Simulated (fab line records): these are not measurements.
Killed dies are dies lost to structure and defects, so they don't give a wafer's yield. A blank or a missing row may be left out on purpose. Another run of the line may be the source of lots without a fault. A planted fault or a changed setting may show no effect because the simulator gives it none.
Which tool did it?    flow n5Finfet    11 lots, 33 wafers sampled, at 3 steps of a route of 1938

WHAT THE GAUGES READ, wafer by wafer
N5_PASSIVATION_CD_MEAS_44: the cd target is 40000 nm. Usual: 39999 nm for cdNm, sd 5.9.
lot   measured      on        cdNm (nm)          flag
L112  day 13 01:37  cdSem-02  39991 39991 39999  
L113  day 13 01:20  cdSem-02  39993 39992 39997  
L114  day 13 06:11  cdSem-02  40012 40005 39998  
L115  day 13 15:37  cdSem-03  39988 39995 39998  
L116  day 14 05:05  cdSem-02  40005 39999 39998  
L119  day 14 07:31  cdSem-02  39994 39996 39996  
L121  day 14 18:04  cdSem-01  40006 39999 40005  
L123  day 15 14:45  cdSem-01  40000 40002 39996  
L129  day 17 01:47  cdSem-03  39991 39991 39996  
L131  day 17 23:29  cdSem-02  40002 40001 40003  
L133  day 17 16:14  cdSem-03  39999 39996 40006  

TOOL THAT RAN EACH LOT (tool first, then ch and the chambers of the sampled wafers, then the start)
lot   N5_SDB_STRIP_22                     N5_PASSIVATION_ETCH_15
L112  plasmaAsher-01 ch 0,1, day 4 02:26  rieDiel-02 ch 0,1,3, day 13 01:37 or earlier
L113  plasmaAsher-02 ch 0,1, day 4 08:51  rieDiel-06 ch 2,3, day 13 01:20 or earlier
L114  plasmaAsher-01 ch 0,1, day 4 12:36  rieDiel-06 ch 2,3, day 13 06:11 or earlier
L115  plasmaAsher-02 ch 0,1, day 4 20:14  rieDiel-02 ch 0,1,3, day 13 15:37 or earlier
L116  plasmaAsher-02 ch 0,1, day 5 01:45  rieDiel-05 ch 0,1,2, day 14 05:05 or earlier
L119  plasmaAsher-02 ch 0,1, day 5 18:29  rieDiel-02 ch 0,1, day 14 07:31 or earlier
L121  plasmaAsher-01 ch 0,1, day 6 05:32  rieDiel-06 ch 1,2,3, day 14 18:04 or earlier
L123  plasmaAsher-02 ch 0,1, day 6 23:52  rieDiel-02 ch 2,3, day 15 14:45 or earlier
L129  plasmaAsher-01 ch 0,1, day 8 04:17  rieDiel-05 ch 1,2,3, day 17 01:47 or earlier
L131  plasmaAsher-01 ch 1, day 8 19:04    rieDiel-02 ch 0,2,3, day 17 23:29 or earlier
L133  plasmaAsher-01 ch 0,1, day 9 07:26  rieDiel-02 ch 0,1, day 17 16:14 or earlier
- N5_SDB_STRIP_22: strips in N2/H2.
- N5_PASSIVATION_ETCH_15: etches SiCN in CF4/N2, target depth 75 nm, time 81.2 s.

AS READ BY THE TOOLS THEMSELVES (means over the sampled wafers that have a number; for cases with no such wafer, the mark the record gives instead)
N5_SDB_STRIP_22. Usual: drypumpMotorCurrentA 6.0 A, standard deviation 0.5; heaterPowerW 373 W, standard deviation 23; oesProductAu 0.715 a.u., standard deviation 0.0045; stripTimeToEndpointS 96.0 s, standard deviation 0.43.
lot   tool            drypumpMotorCurrentA (A)  heaterPowerW (W)  oesProductAu (a.u.)  stripTimeToEndpointS (s)  flag
L112  plasmaAsher-01  6.3                       391               0.713                96.4                      
L113  plasmaAsher-02  5.6                       341               0.713                96.2                      
L114  plasmaAsher-01  6.3                       392               0.719                96.5                      
L115  plasmaAsher-02  5.3                       354               0.711                96.1                      
L116  plasmaAsher-02  5.5                       344               0.715                96.2                      
L119  plasmaAsher-02  5.5                       341               0.710                96.0                      
L121  plasmaAsher-01  6.2                       377               0.710                95.3                      
L123  plasmaAsher-02  5.6                       347               0.714                95.4                      
L129  plasmaAsher-01  6.2                       380               0.713                95.7                      
L131  plasmaAsher-01  6.1                       369               0.717                95.7                      
L133  plasmaAsher-01  6.3                       389               0.711                96.0                      

N5_PASSIVATION_ETCH_15. Usual: biasW 70.00 W, standard deviation 0.23; drypumpMotorCurrentA 5.8 A, standard deviation 0.34; oesProductAu 0.79 a.u., standard deviation 0.095; rfVppV 382.3 V, standard deviation 2.5; showerheadPlenumPTorr 2.21 Torr, standard deviation 0.11; throttleValvePct 15.42 %, standard deviation 0.28.
lot   tool        biasW (W)  drypumpMotorCurrentA (A)  oesProductAu (a.u.)  rfVppV (V)  showerheadPlenumPTorr (Torr)  throttleValvePct (%)  flag
L112  rieDiel-02  70.03      5.8                       0.75                 381.6       2.13                          15.41                 
L113  rieDiel-06  69.78      5.9                       0.77                 382.8       2.25                          15.22                 
L114  rieDiel-06  69.91      5.9                       0.78                 382.6       2.25                          15.23                 
L115  rieDiel-02  69.97      5.8                       0.75                 380.3       2.13                          15.43                 
L116  rieDiel-05  69.82      5.7                       0.76                 379.5       2.09                          15.44                 
L119  rieDiel-02  69.69      5.7                       0.70                 380.0       2.11                          15.51                 
L121  rieDiel-06  70.27      5.9                       0.85                 384.3       2.26                          15.20                 
L123  rieDiel-02  70.11      5.9                       0.80                 383.3       2.26                          15.47                 
L129  rieDiel-05  70.02      5.8                       0.80                 382.8       2.21                          15.55                 
L131  rieDiel-02  69.93      5.7                       0.75                 381.7       2.20                          15.50                 
L133  rieDiel-02  69.92      5.7                       0.89                 384.8       2.27                          15.24                 

THE ANSWER, worked out from the rows above alone
Rule: take the mean of a lot's wafers that have a number; if it is more than 3 standard deviations from the usual mean, the lot is off. A lot without any number at a reading at which 4 lots or more have one is off too. All remaining lots with rows at the step are treated as sound. First the gauges in route order, then the tools' own readings, where a lot's mean is used as printed above. The first step at which some lot is off is used, and at that step the reading that is off furthest; a lot without a number counts as furthest.
Nothing can be told from this: no lot is off at any reading shown.

WHAT THE SIMULATOR HAD PUT IN
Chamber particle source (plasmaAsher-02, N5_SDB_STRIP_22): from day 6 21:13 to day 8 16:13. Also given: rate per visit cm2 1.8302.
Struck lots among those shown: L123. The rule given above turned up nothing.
